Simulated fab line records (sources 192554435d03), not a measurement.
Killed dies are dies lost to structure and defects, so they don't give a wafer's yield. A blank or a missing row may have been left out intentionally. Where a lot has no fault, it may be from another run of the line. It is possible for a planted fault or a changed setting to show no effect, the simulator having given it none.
Struck lot and sound lot, side by side | flow n5 finfet | 35 out of 1938 route steps
Sound: wafers L294.2, L294.4, L294.6. Struck: wafer L301.3 (L301.1, L301.6, from the same lot, were not struck and are left out); the cause is given at the end.
Order at every step that has rows: each side's tool, ch and its chambers, its first start. Under that, the readings that differ: sound wafers | struck wafers | difference of the means | sigmas: that difference in standard deviations of wafers without a fault.
alike: same words and numbers on both sides, and readings whose means sit less than 2 such deviations apart. not compared: any withheld reading, any reading some wafer has no value for, any bound like >300 that may hide the same value, and any number with overlapping values for which the record gives no deviation.
Wherever a step has rows on one side only, a row that says differs or no value, or a row with sigmas, the two part there. Numbers that have no deviation but don't overlap get no sigmas and don't part them. A reading missing from all wafers of one side parts the sides only when that side holds two or more wafers.

first, 9 steps without rows for these wafers: N5_MOL_CONTACT_COAG_SRD_128 (dry time 32 s); N5_MOL_CONTACT_COAG_CMP_52 (polishes, stops on SiO2, t overpolish 1.5 s, target thk 66.5 nm); N5_MOL_CONTACT_COAG_ANNEAL_112 (time 1800 s); N5_BEOL_M0_SAQP_PECVD_00 (deposits SiCN from 3MS/NH3, target thk 8 nm, time 14 s); N5_BEOL_M0_SAQP_ILD_DEP_01 (deposits SiOC from DEMS/O2, target thk 45.419 nm, time 8.7 s); N5_BEOL_M0_SAQP_HM_DEP_02 (deposits TiN, target thk 12 nm); N5_BEOL_M0_SAQP_PECVD_03 (deposits SiCN from 3MS/NH3, target thk 12 nm, time 21.1 s); N5_BEOL_M0_SAQP_PECVD_96 (deposits a-Si from SiH4/He, target thk 45 nm, time 45.2 s); N5_BEOL_M0_SAQP_PECVD_97 (deposits SiNx from SiH4/NH3/N2, target thk 23 nm, time 19.9 s).
N5_BEOL_M0_SAQP_PECVD_04: deposits a-Si from SiH4/He, target thk 60 nm, time 60.2 s.
  sound on pecvd-03 ch 0,1,2, day 9 04:12; struck on pecvd-04 ch 2, day 11 01:48
  reading                                         | sound          | struck | difference | sigmas
  model.a-Si_of_BEOL_M0_SAQP_PECVD_04.thk nm (nm) | 60.6 61.6 62.2 | 45.8   | -15.7      |
  alike: heater power outer w, heater power w, showerhead plenum p Torr, throttle valve pct
N5_BEOL_M0_SAQP_THK_MEAS_05:
  sound on film metro-01 at day 9 04:18; struck on film metro-02 at day 11 01:56
  reading     | sound          | struck | difference | sigmas
  thk nm (nm) | 60.6 61.5 62.3 | 45.8   | -15.7      | -16
then, 15 steps without rows for these wafers: N5_BEOL_M0_SAQP_HM_DEP_111 (deposits SiO2 from SiH4/N2O, target thk 12 nm, time 7.2 s); N5_BEOL_M0_SAQP_COAT_81 (time 60 s, resist thk 100 nm); N5_BEOL_M0_SAQP_COAT_82 (time 60 s, resist thk 30 nm); N5_BEOL_M0_SAQP_COAT_08 (resist thk 90 nm); N5_BEOL_M0_SAQP_EBR_10; N5_BEOL_M0_SAQP_SOFTBAKE_09 (time 60 s); N5_BEOL_M0_SAQP_EXPOSE_11 (exposes mask M0 CORE, target cd 42 nm); N5_BEOL_M0_SAQP_PEB_12 (peb time 60 s); N5_BEOL_M0_SAQP_DEVELOP_13 (develop time 30 s); N5_BEOL_M0_SAQP_DESCUM_19 (chemistry O2, time 7.9 s); N5_BEOL_M0_SAQP_ETCH_83 (etches SiARC in CF4, target depth 39 nm, time 65 s); N5_BEOL_M0_SAQP_ETCH_84 (etches SOC in N2/H2, target depth 100 nm, overetch 20 nm, time 150 s); N5_BEOL_M0_SAQP_STRIP_80 (strips in N2/H2); N5_BEOL_M0_SAQP_HM_OPEN_112 (chemistry CHF3/O2, target SiO2, stops on a-Si, target depth 12 nm, time 13.5 s); N5_BEOL_M0_SAQP_STRIP_113 (strips in CHF3/O2).
N5_BEOL_M0_SAQP_MANDREL_ETCH_20: etches a-Si in HBr/Cl2, stops on SiNx, target depth 60 nm, bt time 10 s, time 30 s.
  sound on rie si-04 ch 1,2, day 9 05:01; struck on rie si-06 ch 2, day 11 02:46
  reading                  | sound             | struck | difference | sigmas
  oes product au (a.u.)    | 0.781 0.790 0.798 | 0.676  | -0.114     | -8
  model.etch.depth nm (nm) | 60.6 61.54 62.26  | 45.79  | -15.68     |
  alike: drypump motor current A, he backside leak sccm, throttle valve pct
  not compared: rf hours counter h
then, 5 steps without rows for these wafers: N5_BEOL_M0_SAQP_STRIP_86 (strips in N2/H2); N5_BEOL_M0_SAQP_STRIP_115 (strips in post etch residue remover, time 60 s); N5_BEOL_M0_SAQP_SRD_93 (time 30 s); N5_BEOL_M0_SAQP_RECESS_114 (chemistry HF/NH3, target SiO2, target depth 14.4 nm, afs cycles 3, sublimation time 60 s); N5_BEOL_M0_SAQP_SPACER1_ALD_98 (deposits SiO2, target thk 12.8 nm, pulse time 1 s, purge time 2 s).
N5_BEOL_M0_SAQP_SPACER1_ETCHBACK_99: etches SiO2 in CHF3/O2, target depth 15.4 nm, time 7.7 s.
  sound on rie diel-03 ch 1,2, day 9 06:29; struck on rie diel-01 ch 3, day 11 04:04
  reading                                         | sound       | struck | difference | sigmas
  drypump motor current A (A)                     | 4.7 5.2 4.7 | 6.3    | +1.4       | +3
  rf vpp V (V)                                    | 517 537 516 | 487    | -36        | -2
  model.a-Si_of_BEOL_M0_SAQP_PECVD_04.thk nm (nm) | 60 61 61.6  | 45.2   | -15.7      |
  alike: oes product au, showerhead plenum p Torr, throttle valve pct
  not compared: rf hours counter h
then, 1 step without rows for these wafers: N5_BEOL_M0_SAQP_MANDREL1_REMOVE_100 (chemistry HBr/Cl2/O2, target a-Si, stops on SiNx, bt time 10 s).
-- record jumps: 2 days separate the struck wafers' starts on either side; left off in module BEOL_M0_SAQP, taken up again in module BEOL_M4, whose first shown step is the route's number 1111 --
N5_BEOL_M4_RC_MEAS_101:
  sound on prober-01 ch 0, day 11 22:28; struck on prober-01 ch 0, day 13 12:31
  alike: DIBL_N, DIBL_P, IOFF_N, IOFF_P, ION_N, ION_P, SS_N, SS_P, VT_N, VT_P

WHERE THEY PART
At N5_BEOL_M0_SAQP_THK_MEAS_05 first; at N5_BEOL_M0_SAQP_SPACER1_ETCHBACK_99 last (within this record only). Later steps at which nothing parts them and some readings are alike: N5_BEOL_M4_RC_MEAS_101.

WHY: whatever the simulator had introduced
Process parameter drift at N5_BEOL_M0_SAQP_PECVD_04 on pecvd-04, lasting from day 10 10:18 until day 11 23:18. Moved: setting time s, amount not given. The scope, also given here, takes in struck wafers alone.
